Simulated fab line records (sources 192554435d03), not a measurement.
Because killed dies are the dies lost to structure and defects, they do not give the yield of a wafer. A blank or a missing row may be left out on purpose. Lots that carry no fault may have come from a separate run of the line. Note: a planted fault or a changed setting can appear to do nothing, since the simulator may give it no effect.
fab line records | flow n5Finfet | part 1 of 2: steps 1 to 23 of 33
record: lots: 5 | wafers: 15 | lastDay: 17
route steps=1938 shown SD_EPI_N@289 SD_EPI_P@295
lots untouched by any fault: they come from a run of this same line in which no faults occurred
startH: the number of hours between the record's first day and the start of the first shown wafer of the lot | waitH: hours since the lot's step before | " the same as in the row above | L1.1+2: one row covering several wafers at once | - either no value or no given start | * or withheld: withheld | < > ~ a bound
route shown NAME@n: NAME is a module with steps in the file, n the number in the route of the first one | usual: mean and standard deviation over wafers with no fault | same: alike in all rows | chamber/n: place in a boat | sites: readings site by site | _std_site: standard deviation of those values | _edge_site: inner sites' mean taken away from outer sites' mean | radiusMm: for every site, how far away it sits from the centre of the wafer | mask NAME#n: copy n | behind: the last tool/chamber to shape the wafer | hold: what put the lot on hold/how long, in hours/how the hold closed | device: the n, p or np transistor that did not switch | end of line: the same wafers' tests at the end of the route | a step with no rows: only its recipe | killed: count of dies lost to structure and defects at first sort (not the wafer's yield) | map: shows each die of a wafer: x if killed, . if not, _ if none is there
set.NAME: setting as actually run; set.NAME@STEP: the setting as run at that earlier step | model.NAME: the simulator's own value behind a step, which no gauge read
certain route steps with their lots: each step a table, each wafer a row
services: from which hour (startH, from the record's first day; less than 0 if before it) a tool's chamber was out of use, for how many hours, and why
== steps ==
step: N5_SD_EPI_N_EPI_MEAS_23
recipe: mode: xrd
usual: thkNm: 58.9/1
lot.wafer | tool         | chamber | startH | waitH | thkNm
L086.2    | filmMetro-02 | -       | 126.60 | 1.2   | 59.0
L086.5    | "            | -       | "      | "     | 59.4
L086.6    | "            | -       | "      | "     | 57.7
L091.2    | filmMetro-01 | -       | 155.57 | 1.5   | 60.5
L091.4    | "            | -       | "      | "     | 58.7
L091.6    | "            | -       | "      | "     | 58.9
L092.3    | filmMetro-02 | -       | 162.88 | 1.2   | 59.7
L092.4    | "            | -       | "      | "     | 56.8
L092.5    | "            | -       | "      | "     | 59.2
L095.1    | filmMetro-02 | -       | 179.85 | 2.5   | 59.7
L095.4    | "            | -       | "      | "     | 60.3
L095.6    | "            | -       | "      | "     | 58.3
L096.3    | filmMetro-02 | -       | 183.81 | 0.9   | 58.5
L096.4    | "            | -       | "      | "     | 59.9
L096.6    | "            | -       | "      | "     | 59.3
step: N5_SD_EPI_N_PRECLEAN_24
recipe: chemistry: O3/DIW | timeS: 60 | tempC: 22 | o3Ppm: 10
usual: o3Ppm: 10.02/0.1
lot.wafer | tool        | chamber | startH | waitH | o3Ppm
L086.2    | wetBench-04 | 6       | 126.64 | 0.0   | 10.07
L086.5    | "           | 7       | "      | "     | 10.18
L086.6    | "           | 4       | "      | "     | 9.86
L091.2    | wetBench-03 | 2       | 155.60 | 0.0   | 9.98
L091.4    | "           | 3       | "      | "     | 9.89
L091.6    | "           | 0       | "      | "     | 10.05
L092.3    | wetBench-06 | 7       | 162.91 | 0.0   | 10.04
L092.4    | "           | 6       | "      | "     | 10.11
L092.5    | "           | 0       | "      | "     | 9.95
L095.1    | wetBench-03 | 0       | 179.89 | 0.0   | 10.09
L095.4    | "           | 6       | "      | "     | 9.98
L095.6    | "           | 5       | "      | "     | 10.01
L096.3    | wetBench-04 | 2       | 183.84 | 0.0   | 10.01
L096.4    | "           | 6       | "      | "     | 9.89
L096.6    | "           | 3       | "      | "     | 9.98
step: N5_SD_EPI_N_SRD_25
recipe: timeS: 30 | tempC: 23 | rinseLiquid: diw | dry: ipaMarangoni
lot.wafer  | tool        | chamber | startH | waitH
L086.2+5+6 | wetBench-04 | 6,7,4   | 126.66 | 0.0
L091.2+4+6 | wetBench-03 | 2,3,0   | 155.62 | 0.0
L092.3+4+5 | wetBench-06 | 7,6,0   | 162.93 | 0.0
L095.1+4+6 | wetBench-03 | 0,6,5   | 179.91 | 0.0
L096.3+4+6 | wetBench-04 | 2,6,3   | 183.86 | 0.0
step: N5_SD_EPI_N_PRECLEAN_49
recipe: chemistry: NF3:NH3 | afsCycles: 1 | tempC: 30 | timeS: 20 | sublimationTempC: 180 | sublimationTimeS: 60 | pressureTorr: 3 | rfPowerW: 30
lot.wafer  | tool            | chamber | startH | waitH
L086.2+5+6 | remotePlasma-02 | 1       | 126.73 | 0.1
L091.2+4+6 | remotePlasma-01 | 0       | 155.70 | 0.1
L092.3+4+5 | remotePlasma-01 | 1       | 163.04 | 0.1
L095.1+4+6 | remotePlasma-02 | 1       | 179.95 | 0.0
L096.3+4+6 | remotePlasma-02 | 1       | 183.97 | 0.1
step: N5_SD_EPI_N_LINER_46
recipe: material: SiNx | targetThkA: 30 | tempC: 400 | aldPrecursorFamily: SiH2I2 | aldCoReactant: N2/H2-plasma | pressureTorr: 2
usual: heaterPowerW: 890/130
lot.wafer | tool      | chamber | startH | waitH | heaterPowerW
L086.2    | aldSin-02 | 3       | 127.91 | 1.1   | 1096
L086.5    | "         | 0       | "      | "     | 893
L086.6    | "         | 1       | "      | "     | 818
L091.2    | aldSin-02 | 0       | 155.87 | 0.1   | 897
L091.4    | "         | 1       | "      | "     | 825
L091.6    | "         | 3       | "      | "     | 1074
L092.3    | aldSin-03 | 3       | 163.18 | 0.1   | 743
L092.4    | "         | 0       | "      | "     | 910
L092.5    | "         | 2       | "      | "     | 983
L095.1    | aldSin-04 | 1       | 180.25 | 0.3   | 1084
L095.4    | "         | 2       | "      | "     | 691
L095.6    | "         | 1       | "      | "     | 1088
L096.3    | aldSin-04 | 0       | 184.11 | 0.1   | 869
L096.4    | "         | 1       | "      | "     | 1114
L096.6    | "         | 3       | "      | "     | 891
step: N5_SD_EPI_N_INSPECT_26
recipe: inspectInstrument: darkfield | mode: postEpi
usual: rawDefectCount: 212/46
lot.wafer | tool             | chamber | startH | waitH | rawDefectCount
L086.2    | defectInspect-02 | -       | 128.16 | 0.1   | 292
L086.5    | "                | -       | "      | "     | 274
L086.6    | "                | -       | "      | "     | 245
L091.2    | defectInspect-02 | -       | 156.12 | 0.1   | 231
L091.4    | "                | -       | "      | "     | 210
L091.6    | "                | -       | "      | "     | 238
L092.3    | defectInspect-02 | -       | 163.43 | 0.1   | 269
L092.4    | "                | -       | "      | "     | 223
L092.5    | "                | -       | "      | "     | 215
L095.1    | defectInspect-02 | -       | 180.50 | 0.1   | 178
L095.4    | "                | -       | "      | "     | 185
L095.6    | "                | -       | "      | "     | 221
L096.3    | defectInspect-02 | -       | 184.36 | 0.1   | 289
L096.4    | "                | -       | "      | "     | 280
L096.6    | "                | -       | "      | "     | 259
step: N5_SD_EPI_P_COAT_34
recipe: resist: SOC | tempC: 250 | timeS: 60 | spinRpm: 1500 | resistThkNm: 350
usual: spinSpeedRpm: 1499.9/1
lot.wafer | tool          | chamber | startH | waitH | spinSpeedRpm
L086.2    | lithoTrack-01 | 0       | 128.19 | 0.0   | 1500.7
L086.5    | "             | 0       | "      | "     | 1500.6
L086.6    | "             | 0       | "      | "     | 1500.6
L091.2    | lithoTrack-03 | 0       | 156.15 | 0.0   | 1499.1
L091.4    | "             | 0       | "      | "     | 1499.9
L091.6    | "             | 0       | "      | "     | 1498.1
L092.3    | lithoTrack-03 | 0       | 163.46 | 0.0   | 1500.9
L092.4    | "             | 0       | "      | "     | 1498.6
L092.5    | "             | 0       | "      | "     | 1501.4
L095.1    | lithoTrack-03 | 0       | 180.53 | 0.0   | 1500.0
L095.4    | "             | 0       | "      | "     | 1499.1
L095.6    | "             | 0       | "      | "     | 1499.3
L096.3    | lithoTrack-04 | 0       | 184.39 | 0.0   | 1501.3
L096.4    | "             | 0       | "      | "     | 1502.2
L096.6    | "             | 0       | "      | "     | 1500.0
step: N5_SD_EPI_P_COAT_35
recipe: resist: SiARC | tempC: 220 | timeS: 60 | spinRpm: 1500 | resistThkNm: 35
usual: spinSpeedRpm: 1499.9/1.1
lot.wafer | tool          | chamber | startH | waitH | spinSpeedRpm
L086.2    | lithoTrack-01 | 0       | -      | -     | 1499.0
L086.5    | "             | 0       | "      | "     | 1500.7
L086.6    | "             | 0       | "      | "     | 1499.8
L091.2    | lithoTrack-03 | 0       | -      | -     | 1499.9
L091.4    | "             | 0       | "      | "     | 1499.0
L091.6    | "             | 0       | "      | "     | 1500.4
L092.3    | lithoTrack-03 | 0       | -      | -     | 1499.5
L092.4    | "             | 0       | "      | "     | 1500.3
L092.5    | "             | 0       | "      | "     | 1499.6
L095.1    | lithoTrack-03 | 0       | -      | -     | 1500.6
L095.4    | "             | 0       | "      | "     | 1502.1
L095.6    | "             | 0       | "      | "     | 1501.4
L096.3    | lithoTrack-04 | 0       | -      | -     | 1499.4
L096.4    | "             | 0       | "      | "     | 1499.8
L096.6    | "             | 0       | "      | "     | 1501.5
step: N5_SD_EPI_P_COAT_03
recipe: resist: CAR-ArF-block | spinRpm: 1500 | resistThkNm: 150
usual: spinSpeedRpm: 1500.0/1.2
lot.wafer | tool          | chamber | startH | waitH | spinSpeedRpm
L086.2    | lithoTrack-01 | 0       | -      | -     | 1498.8
L086.5    | "             | 0       | "      | "     | 1497.9
L086.6    | "             | 0       | "      | "     | 1498.3
L091.2    | lithoTrack-03 | 0       | -      | -     | 1499.3
L091.4    | "             | 0       | "      | "     | 1500.9
L091.6    | "             | 0       | "      | "     | 1503.5
L092.3    | lithoTrack-03 | 0       | -      | -     | 1499.9
L092.4    | "             | 0       | "      | "     | 1501.9
L092.5    | "             | 0       | "      | "     | 1503.8
L095.1    | lithoTrack-03 | 0       | -      | -     | 1499.6
L095.4    | "             | 0       | "      | "     | 1500.6
L095.6    | "             | 0       | "      | "     | 1500.6
L096.3    | lithoTrack-04 | 0       | -      | -     | 1499.8
L096.4    | "             | 0       | "      | "     | 1501.5
L096.6    | "             | 0       | "      | "     | 1499.7
step: N5_SD_EPI_P_EBR_05
recipe: solvent: PGMEA | ebrWidthMm: 1.5
same: ebrWidthMm: 1.5
lot.wafer  | tool          | chamber | startH | waitH
L086.2+5+6 | lithoTrack-01 | 0       | -      | -
L091.2+4+6 | lithoTrack-03 | 0       | -      | -
L092.3+4+5 | lithoTrack-03 | 0       | -      | -
L095.1+4+6 | lithoTrack-03 | 0       | -      | -
L096.3+4+6 | lithoTrack-04 | 0       | -      | -
step: N5_SD_EPI_P_SOFTBAKE_04
recipe: tempC: 110 | timeS: 60 | resist: CAR-ArF-block
lot.wafer  | tool          | chamber | startH | waitH
L086.2+5+6 | lithoTrack-01 | 0       | -      | -
L091.2+4+6 | lithoTrack-03 | 0       | -      | -
L092.3+4+5 | lithoTrack-03 | 0       | -      | -
L095.1+4+6 | lithoTrack-03 | 0       | -      | -
L096.3+4+6 | lithoTrack-04 | 0       | -      | -
step: N5_SD_EPI_P_EXPOSE_06
recipe: maskId: SD_P_BLK | na: 1.35 | sourceShape: conventional | sigmaOuter: 0.8 | polarization: unpolarized | targetCdNm: 240 | doseMj: 39.5
same: sigmaOuter: 0.8
lot.wafer  | tool           | chamber | startH | waitH | mask
L086.2+5+6 | arfiScanner-01 | 0       | 128.32 | -     | SD_P_BLK#0
L091.2+4+6 | arfiScanner-01 | 0       | 156.40 | -     | SD_P_BLK#0
L092.3+4+5 | arfiScanner-03 | 0       | 163.72 | -     | SD_P_BLK#0
L095.1+4+6 | arfiScanner-01 | 0       | 180.65 | -     | SD_P_BLK#0
L096.3+4+6 | arfiScanner-03 | 0       | 184.65 | -     | SD_P_BLK#0
step: N5_SD_EPI_P_PEB_07
recipe: pebTempC: 110 | pebTimeS: 60 | resist: CAR-ArF-block
lot.wafer  | tool          | chamber | startH | waitH
L086.2+5+6 | lithoTrack-01 | 0       | 128.37 | 0.0
L091.2+4+6 | lithoTrack-03 | 0       | 156.45 | 0.0
L092.3+4+5 | lithoTrack-04 | 0       | 163.77 | 0.0
L095.1+4+6 | lithoTrack-04 | 0       | 180.70 | 0.1
L096.3+4+6 | lithoTrack-01 | 0       | 184.69 | 0.0
step: N5_SD_EPI_P_DEVELOP_08
recipe: developTimeS: 30 | developer: TMAH | resist: CAR-ArF-block | devTempC: 23 | rinseLiquid: diw | dry: airSpin
same: developTimeS: 30
lot.wafer  | tool          | chamber | startH | waitH
L086.2+5+6 | lithoTrack-01 | 0       | -      | -
L091.2+4+6 | lithoTrack-03 | 0       | -      | -
L092.3+4+5 | lithoTrack-04 | 0       | -      | -
L095.1+4+6 | lithoTrack-04 | 0       | -      | -
L096.3+4+6 | lithoTrack-01 | 0       | -      | -
step: N5_SD_EPI_P_CD_MEAS_09
recipe: targetCdNm: 240 | landingEnergyEv: 500 | detector: seInlens
usual: cdNm: 239.9/0.77
lot.wafer | tool     | chamber | startH | waitH | cdNm
L086.2    | cdSem-01 | 0       | 128.44 | -     | 239.5
L086.5    | "        | 0       | "      | "     | 241.1
L086.6    | "        | 0       | "      | "     | 242.2
L091.2    | cdSem-01 | 0       | 156.52 | -     | 239.5
L091.4    | "        | 0       | "      | "     | 239.9
L091.6    | "        | 0       | "      | "     | 240.0
L092.3    | cdSem-03 | 0       | 163.83 | -     | 241.1
L092.4    | "        | 0       | "      | "     | 240.3
L092.5    | "        | 0       | "      | "     | 240.8
L095.1    | cdSem-03 | 0       | 180.77 | -     | 238.8
L095.4    | "        | 0       | "      | "     | 239.8
L095.6    | "        | 0       | "      | "     | 239.4
L096.3    | cdSem-03 | 0       | 184.76 | -     | 240.4
L096.4    | "        | 0       | "      | "     | 240.6
L096.6    | "        | 0       | "      | "     | 239.5
step: N5_SD_EPI_P_OVL_MEAS_10
recipe: pointsPerWafer: 44
usual: SD_P_BLK_OVL: 0.0/0.72
lot.wafer | tool       | chamber | startH | waitH | SD_P_BLK_OVL[nm]
L086.2    | overlay-02 | 0       | 128.50 | 0.1   | -0.6
L086.5    | "          | 0       | "      | "     | -0.4
L086.6    | "          | 0       | "      | "     | 0.3
L091.2    | overlay-01 | 0       | 156.55 | 0.0   | -0.2
L091.4    | "          | 0       | "      | "     | 0.2
L091.6    | "          | 0       | "      | "     | 0.0
L092.3    | overlay-01 | 0       | 163.86 | 0.0   | -1.2
L092.4    | "          | 0       | "      | "     | -0.4
L092.5    | "          | 0       | "      | "     | 0.0
L095.1    | overlay-02 | 0       | 180.80 | 0.0   | 0.1
L095.4    | "          | 0       | "      | "     | 1.0
L095.6    | "          | 0       | "      | "     | 1.4
L096.3    | overlay-01 | 0       | 184.79 | 0.0   | 0.2
L096.4    | "          | 0       | "      | "     | -0.7
L096.6    | "          | 0       | "      | "     | -0.6
step: N5_SD_EPI_P_INSPECT_11
recipe: mode: adi | inspectInstrument: macro
usual: rawDefectCount: 2.2/1.4
lot.wafer | tool             | chamber | startH | waitH | rawDefectCount
L086.2    | defectInspect-02 | -       | 128.53 | 0.0   | 2
L086.5    | "                | -       | "      | "     | 2
L086.6    | "                | -       | "      | "     | 0
L091.2    | defectInspect-02 | -       | 156.57 | 0.0   | 3
L091.4    | "                | -       | "      | "     | 3
L091.6    | "                | -       | "      | "     | 3
L092.3    | defectInspect-01 | -       | 163.89 | 0.0   | 6
L092.4    | "                | -       | "      | "     | 2
L092.5    | "                | -       | "      | "     | 3
L095.1    | defectInspect-02 | -       | 180.82 | 0.0   | 1
L095.4    | "                | -       | "      | "     | 0
L095.6    | "                | -       | "      | "     | 1
L096.3    | defectInspect-01 | -       | 184.82 | 0.0   | 3
L096.4    | "                | -       | "      | "     | 4
L096.6    | "                | -       | "      | "     | 1
step: N5_SD_EPI_P_DESCUM_14
recipe: chemistry: O2 | timeS: 7.9 | sourcePowerW: 50 | biasPowerW: 20 | pressureMtorr: 20 | rfFrequencyHz: 2.712e+07 | tempC: 40 | resist: CAR-ArF-block | o2FlowSccm: 225
usual: drypumpMotorCurrentA: 5.8/0.34 | oesProductAu: 0.82/0.078 | rfVppV: 243.5/1.6 | showerheadPlenumPTorr: 2.12/0.088 | throttleValvePct: 20.40/0.25
lot.wafer | tool       | chamber | startH | waitH | drypumpMotorCurrentA | oesProductAu | rfHoursCounterH | rfVppV | showerheadPlenumPTorr | throttleValvePct
L086.2    | rieDiel-02 | 1       | 128.77 | 0.2   | 5.6                  | 0.93         | 29              | 243.4  | 2.25                  | 20.28
L086.5    | "          | 3       | "      | "     | 5.9                  | 0.86         | -               | 243.9  | 2.23                  | 19.97
L086.6    | "          | 2       | "      | "     | 6.5                  | 0.82         | -               | 241.8  | 2.04                  | 20.85
L091.2    | rieDiel-06 | 3       | 156.60 | 0.0   | 5.6                  | 0.77         | 153             | 244.6  | 2.18                  | 20.36
L091.4    | "          | 2       | "      | "     | 6.0                  | 0.83         | 73              | 246.0  | 2.23                  | 20.38
L091.6    | "          | 3       | "      | "     | 5.6                  | 0.77         | -               | 245.3  | 2.18                  | 20.35
L092.3    | rieDiel-02 | 0       | 163.92 | 0.0   | 5.1                  | 0.76         | 151             | 246.0  | 2.21                  | 20.82
L092.4    | "          | 2       | "      | "     | 6.5                  | 0.81         | 75              | 242.2  | 2.03                  | 20.85
L092.5    | "          | 0       | "      | "     | 5.1                  | 0.75         | -               | 245.2  | 2.21                  | 20.81
L095.1    | rieDiel-04 | 3       | 180.86 | 0.0   | 6.0                  | 0.90         | 23              | 244.5  | 2.14                  | 20.48
L095.4    | "          | 1       | "      | "     | 5.6                  | 0.71         | 211             | 242.3  | 2.06                  | 20.35
L095.6    | "          | 2       | "      | "     | 5.3                  | 0.82         | -               | 242.3  | 2.02                  | 20.47
L096.3    | rieDiel-06 | 2       | 184.86 | 0.0   | 6.0                  | 0.81         | 82              | 245.4  | 2.23                  | 20.38
L096.4    | "          | 0       | "      | "     | 5.6                  | 0.72         | -               | 242.4  | 2.01                  | 20.70
L096.6    | "          | 3       | "      | "     | 5.6                  | 0.75         | -               | 244.2  | 2.18                  | 20.34
step: N5_SD_EPI_P_ETCH_36
recipe: chemistry: CF4 | target: SiARC | targetDepthA: 455 | maskMaterial: CAR-ArF-block | timeS: 75.8 | ionEnergyEv: 80 | pressureMtorr: 40 | sourceW: 545 | biasW: 36 | Ar_flow_sccm: 100 | cf4FlowSccm: 100 | ends: cleared
usual: drypumpMotorCurrentA: 5.8/0.33 | etchRfOnTimeS: 76.4/1.9 | oesProductAu: 0.70/0.07 | rfVppV: 184.3/1.2 | showerheadPlenumPTorr: 2.16/0.083 | throttleValvePct: 15.50/0.22
lot.wafer | tool       | chamber | startH | waitH | drypumpMotorCurrentA | etchRfOnTimeS | oesProductAu | rfHoursCounterH | rfVppV | showerheadPlenumPTorr | throttleValvePct
L086.2    | rieDiel-02 | 1       | 128.81 | 0.0   | 5.6                  | 75.6          | 0.79         | 29              | 186.6  | 2.27                  | 15.24
L086.5    | "          | 3       | "      | "     | 5.8                  | 73.1          | 0.74         | -               | 185.8  | 2.28                  | 15.19
L086.6    | "          | 2       | "      | "     | 6.5                  | 76.8          | 0.70         | -               | 182.3  | 2.07                  | 15.80
L091.2    | rieDiel-06 | 3       | 156.64 | 0.0   | 5.6                  | 76.9          | 0.65         | 153             | 185.1  | 2.21                  | 15.48
L091.4    | "          | 2       | "      | "     | 6.0                  | 76.2          | 0.72         | 73              | 185.3  | 2.25                  | 15.35
L091.6    | "          | 3       | "      | "     | 5.6                  | 76.1          | 0.65         | -               | 187.0  | 2.21                  | 15.49
L092.3    | rieDiel-02 | 0       | 163.95 | 0.0   | 5.1                  | 72.9          | 0.65         | 151             | 183.9  | 2.24                  | 15.86
L092.4    | "          | 2       | "      | "     | 6.5                  | 75.4          | 0.69         | 75              | 185.1  | 2.07                  | 15.84
L092.5    | "          | 0       | "      | "     | 5.1                  | 72.9          | 0.66         | -               | 184.7  | 2.24                  | 15.89
L095.1    | rieDiel-04 | 3       | 180.89 | 0.0   | 6.0                  | 73.2          | 0.78         | 23              | 183.3  | 2.18                  | 15.58
L095.4    | "          | 1       | "      | "     | 5.5                  | 78.1          | 0.59         | 211             | 184.0  | 2.13                  | 15.76
L095.6    | "          | 2       | "      | "     | 5.4                  | 73.9          | 0.71         | -               | 183.7  | 2.07                  | 15.66
L096.3    | rieDiel-06 | 2       | 184.89 | 0.0   | 6.0                  | 77.6          | 0.69         | 82              | 185.1  | 2.25                  | 15.40
L096.4    | "          | 0       | "      | "     | 5.6                  | 79.1          | 0.60         | -               | 182.5  | 2.04                  | 15.71
L096.6    | "          | 3       | "      | "     | 5.7                  | 77.8          | 0.63         | -               | 184.4  | 2.20                  | 15.50
step: N5_SD_EPI_P_ETCH_37
recipe: chemistry: N2/H2 | target: SOC | overetchA: 1080 | maskMaterial: SiARC | tempC: 40 | ionEnergyEv: 100 | sourceW: 3000 | biasW: 133 | pressureMtorr: 20 | timeS: 486 | n2FlowSccm: 200 | h2FlowSccm: 200 | ends: endPoint
usual: drypumpMotorCurrentA: 5.8/0.34 | n2FlowSccm: 200.0/0.66 | oesProductAu: 0.73/0.066 | rfVppV: 241.0/1.6 | showerheadPlenumPTorr: 2.56/0.1 | throttleValvePct: 23.68/0.27
lot.wafer | tool       | chamber | startH | waitH | drypumpMotorCurrentA | n2FlowSccm | oesProductAu | rfHoursCounterH | rfVppV | showerheadPlenumPTorr | throttleValvePct
L086.2    | rieDiel-02 | 1       | 128.86 | 0.0   | 5.7                  | 200.6      | 0.82         | 29              | 242.9  | 2.72                  | 23.89
L086.5    | "          | 3       | "      | "     | 5.9                  | 201.3      | 0.75         | -               | 243.5  | 2.68                  | 23.06
L086.6    | "          | 2       | "      | "     | 6.5                  | 199.8      | 0.73         | -               | 240.1  | 2.47                  | 24.25
L091.2    | rieDiel-06 | 3       | 156.70 | 0.0   | 5.6                  | 201.2      | 0.68         | 153             | 240.4  | 2.64                  | 23.55
L091.4    | "          | 2       | "      | "     | 6.0                  | 199.7      | 0.76         | 73              | 244.2  | 2.66                  | 23.43
L091.6    | "          | 3       | "      | "     | 5.6                  | 199.7      | 0.69         | -               | 241.6  | 2.64                  | 23.54
L092.3    | rieDiel-02 | 0       | 164.01 | 0.0   | 5.1                  | 201.1      | 0.67         | 151             | 242.9  | 2.65                  | 24.00
L092.4    | "          | 2       | "      | "     | 6.5                  | 200.3      | 0.72         | 75              | 240.5  | 2.47                  | 24.25
L092.5    | "          | 0       | "      | "     | 5.1                  | 199.8      | 0.67         | -               | 240.0  | 2.65                  | 24.00
L095.1    | rieDiel-04 | 3       | 180.95 | 0.0   | 6.0                  | 201.0      | 0.81         | 23              | 242.1  | 2.57                  | 23.91
L095.4    | "          | 1       | "      | "     | 5.5                  | 200.6      | 0.63         | 211             | 240.1  | 2.49                  | 23.65
L095.6    | "          | 2       | "      | "     | 5.4                  | 200.5      | 0.74         | -               | 240.0  | 2.44                  | 23.94
L096.3    | rieDiel-06 | 2       | 184.95 | 0.0   | 6.0                  | 200.0      | 0.75         | 82              | 241.1  | 2.66                  | 23.44
L096.4    | "          | 0       | "      | "     | 5.6                  | 201.2      | 0.66         | -               | 239.4  | 2.41                  | 23.81
L096.6    | "          | 3       | "      | "     | 5.5                  | 200.6      | 0.68         | -               | 242.9  | 2.64                  | 23.59
step: N5_SD_EPI_P_STRIP_38
recipe: chemistry: N2/H2 | tempC: 40 | n2FlowSccm: 200 | h2FlowSccm: 200 | rfFrequencyHz: 6e+07
lot.wafer  | tool       | chamber | startH | waitH
L086.2+5+6 | rieDiel-02 | 1,3,2   | 129.18 | 0.2
L091.2+4+6 | rieDiel-06 | 3,2,3   | 157.01 | 0.2
L092.3+4+5 | rieDiel-02 | 0,2,0   | 164.32 | 0.2
L095.1+4+6 | rieDiel-04 | 3,1,2   | 181.26 | 0.2
L096.3+4+6 | rieDiel-06 | 2,0,3   | 185.26 | 0.2
step: N5_SD_EPI_P_ETCHBACK_46
recipe: chemistry: CH3F/O2 | mode: anisotropicEtchback | target: SiNx | targetDepthA: 175 | stopOn: SiO2 | overEtchFrac: 0.3 | ionEnergyEv: 120 | pressureMtorr: 30 | sourceW: 395 | biasW: 73 | Ar_flow_sccm: 150 | CH3F_flow_sccm: 30 | O2_flow_sccm: 20
usual: drypumpMotorCurrentA: 5.8/0.34 | oesProductAu: 0.70/0.063 | rfVppV: 297/4.1 | showerheadPlenumPTorr: 2.02/0.082 | throttleValvePct: 16.25/0.22
lot.wafer | tool       | chamber | startH | waitH | drypumpMotorCurrentA | oesProductAu | rfHoursCounterH | rfVppV | showerheadPlenumPTorr | throttleValvePct
L086.2    | rieDiel-02 | 1       | 129.19 | 0.0   | 5.6                  | 0.78         | 29              | 292    | 2.13                  | 15.97
L086.5    | "          | 3       | "      | "     | 5.8                  | 0.73         | -               | 297    | 2.13                  | 15.91
L086.6    | "          | 2       | "      | "     | 6.5                  | 0.70         | -               | 293    | 1.93                  | 16.57
L091.2    | rieDiel-06 | 3       | 157.02 | 0.0   | 5.6                  | 0.65         | 153             | 302    | 2.07                  | 16.24
L091.4    | "          | 2       | "      | "     | 6.0                  | 0.71         | 73              | 301    | 2.11                  | 16.13
L091.6    | "          | 3       | "      | "     | 5.6                  | 0.66         | -               | 302    | 2.07                  | 16.23
L092.3    | rieDiel-02 | 0       | 164.33 | 0.0   | 5.1                  | 0.64         | 152             | 300    | 2.11                  | 16.66
L092.4    | "          | 2       | "      | "     | 6.5                  | 0.70         | 75              | 292    | 1.93                  | 16.59
L092.5    | "          | 0       | "      | "     | 5.1                  | 0.64         | -               | 299    | 2.11                  | 16.67
L095.1    | rieDiel-04 | 3       | 181.27 | 0.0   | 6.0                  | 0.76         | 24              | 292    | 2.04                  | 16.32
L095.4    | "          | 1       | "      | "     | 5.5                  | 0.60         | 211             | 301    | 1.99                  | 16.46
L095.6    | "          | 2       | "      | "     | 5.4                  | 0.70         | -               | 296    | 1.93                  | 16.40
L096.3    | rieDiel-06 | 2       | 185.27 | 0.0   | 6.0                  | 0.71         | 83              | 299    | 2.11                  | 16.14
L096.4    | "          | 0       | "      | "     | 5.6                  | 0.62         | -               | 295    | 1.90                  | 16.46
L096.6    | "          | 3       | "      | "     | 5.7                  | 0.65         | -               | 303    | 2.07                  | 16.26
step: N5_SD_EPI_P_ETCH_47
recipe: chemistry: CH3F/O2 | target: SiOCN | targetDepthA: 250 | maskMaterial: SOC | ionEnergyEv: 60 | biasW: 29 | pressureMtorr: 30 | sourceW: 410 | Ar_flow_sccm: 150 | CH3F_flow_sccm: 30 | O2_flow_sccm: 20
usual: drypumpMotorCurrentA: 5.8/0.34 | oesProductAu: 0.82/0.078 | rfVppV: 127.1/1.9 | showerheadPlenumPTorr: 2.02/0.082 | throttleValvePct: 16.22/0.22
lot.wafer | tool       | chamber | startH | waitH | drypumpMotorCurrentA | oesProductAu | rfHoursCounterH | rfVppV | showerheadPlenumPTorr | throttleValvePct
L086.2    | rieDiel-02 | 1       | 129.29 | 0.1   | 5.6                  | 0.91         | 29              | 124.6  | 2.13                  | 15.96
L086.5    | "          | 3       | "      | "     | 5.8                  | 0.86         | -               | 126.3  | 2.13                  | 15.87
L086.6    | "          | 2       | "      | "     | 6.5                  | 0.81         | -               | 125.0  | 1.93                  | 16.55
L091.2    | rieDiel-06 | 3       | 157.12 | 0.1   | 5.6                  | 0.77         | 153             | 130.7  | 2.07                  | 16.21
L091.4    | "          | 2       | "      | "     | 6.0                  | 0.82         | 73              | 129.4  | 2.11                  | 16.11
L091.6    | "          | 3       | "      | "     | 5.6                  | 0.77         | -               | 129.5  | 2.07                  | 16.23
L092.3    | rieDiel-02 | 0       | 164.43 | 0.1   | 5.1                  | 0.75         | 152             | 128.5  | 2.11                  | 16.64
L092.4    | "          | 2       | "      | "     | 6.5                  | 0.80         | 75              | 124.0  | 1.93                  | 16.57
L092.5    | "          | 0       | "      | "     | 5.1                  | 0.76         | -               | 129.2  | 2.11                  | 16.61
L095.1    | rieDiel-04 | 3       | 181.37 | 0.1   | 6.0                  | 0.90         | 24              | 124.6  | 2.04                  | 16.30
L095.4    | "          | 1       | "      | "     | 5.5                  | 0.71         | 211             | 128.8  | 1.99                  | 16.44
L095.6    | "          | 2       | "      | "     | 5.3                  | 0.82         | -               | 125.0  | 1.93                  | 16.38
L096.3    | rieDiel-06 | 2       | 185.37 | 0.1   | 6.0                  | 0.83         | 83              | 128.7  | 2.11                  | 16.14
L096.4    | "          | 0       | "      | "     | 5.6                  | 0.72         | -               | 125.7  | 1.90                  | 16.43
L096.6    | "          | 3       | "      | "     | 5.6                  | 0.76         | -               | 129.7  | 2.07                  | 16.22
